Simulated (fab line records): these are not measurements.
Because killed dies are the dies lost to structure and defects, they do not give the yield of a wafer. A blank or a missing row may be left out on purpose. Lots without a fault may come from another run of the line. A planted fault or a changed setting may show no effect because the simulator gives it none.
Problem report, 8D (eight disciplines) form, completed by code / flow nand harc / the parts of the form that need people (team, actions taken, sign-off) are left out

## 1. THE ISSUE
At NHARC_P_GATE_CD_MEAS_26, cd nm averages 124.4 nm over 6 wafers from 2 lots, while fault-free wafers read 119.7 nm, standard deviation 0.57. Relative to the usual mean, that is a shift of +8.2 standard deviations.
The step: target cd 120 nm.
First observed at day 9 07:16: wafer L154.1, on cd sem-03. At this step, 33 wafers from 11 lots have a number in the record. Rule for "out" (also "out of limits"): further than 4 standard deviations from the usual mean. The rest of the wafers with a number are treated as sound.

## 2. WHAT IT IS AND WHAT IT IS NOT
question=which readings at this step; is=cd nm; is not=-
question=which lots; is=L154, L156; is not=L136, L137, L138, L139, L142, L143, L145, L147, L148
question=which wafers of those lots; is=all that have a number; is not=-
question=read on which gauges; is=cd sem-03; is not=cd sem-01, cd sem-02
question=when; is=from day 9 07:16; is not=up to then (27 sound wafers)

## 3. SUSPECTS, AND WHAT RULES EACH OUT
Counting: a tool at any process step up to the reading remains a suspect when it ran all the lots that are out and ran no sound lot after the first of those.
- the gauge at NHARC_P_GATE_CD_MEAS_26 has been ruled out. All the wafers that are out were read on cd sem-03, but those of them that NHARC_P_GATE_PEB_24 has rows for are out there too, on other tools.
- litho track-04 at NHARC_P_GATE_PEB_24 (peb time 65 s): kept. It processed each lot that is out, first L154 at day 9 07:11, and no sound lot thereafter; up to then, the last sound lot it processed was L147 at day 8 01:14. Its own readings are out on those wafers: heater power total W.
Remaining after the count: litho track-04 at NHARC_P_GATE_PEB_24.

## 4. THE CAUSE (what the simulator had put in)
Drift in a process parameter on litho track-04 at NHARC_P_GATE_PEB_24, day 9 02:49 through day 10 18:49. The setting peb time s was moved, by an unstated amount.
The count eliminated every tool but this one.

## 5. THE CHAIN OF EFFECTS, in route order
Each row: a reading where the mean over the struck wafers with a number is more than 3 standard deviations away from the usual. Only readings whose record carries a usual standard deviation are examined. hours: median over the lots of the time between each lot's start at the first step of this table that gives one and its start at this step. sigmas: the change, counted in usual standard deviations.
hours=0; step=NHARC_P_GATE_PEB_24; reading=heater power total W; usual=156.6 W; on struck wafers=167.6; change=+11.0; sigmas=+25
hours=0; step=NHARC_P_GATE_CD_MEAS_26; reading=cd nm; usual=119.7 nm; on struck wafers=124.4; change=+4.7; sigmas=+8.2
hours=2; step=NHARC_P_GATE_CD_MEAS_33; reading=cd nm; usual=120.5 nm; on struck wafers=127.0; change=+6.5; sigmas=+3.3
Process steps it contains:
- NHARC_P_GATE_PEB_24: peb time 65 s.

## 6. WHAT WOULD HAVE CAUGHT IT SOONER
Counted from the fault's start at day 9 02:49, it took 4 hours until the first out-of-limits reading at a measuring or inspecting step in this record, taken at day 9 07:16.
At NHARC_P_GATE_PEB_24, the tool's own readings (heater power total W) were out on each struck wafer the step has a row for, so an alarm limit on them would have fired on the first such wafer.
L156, from the lots that are out (2), started NHARC_P_GATE_PEB_24 on litho track-04 later than day 9 07:16. Had the tool been put on hold then, it would have been spared.
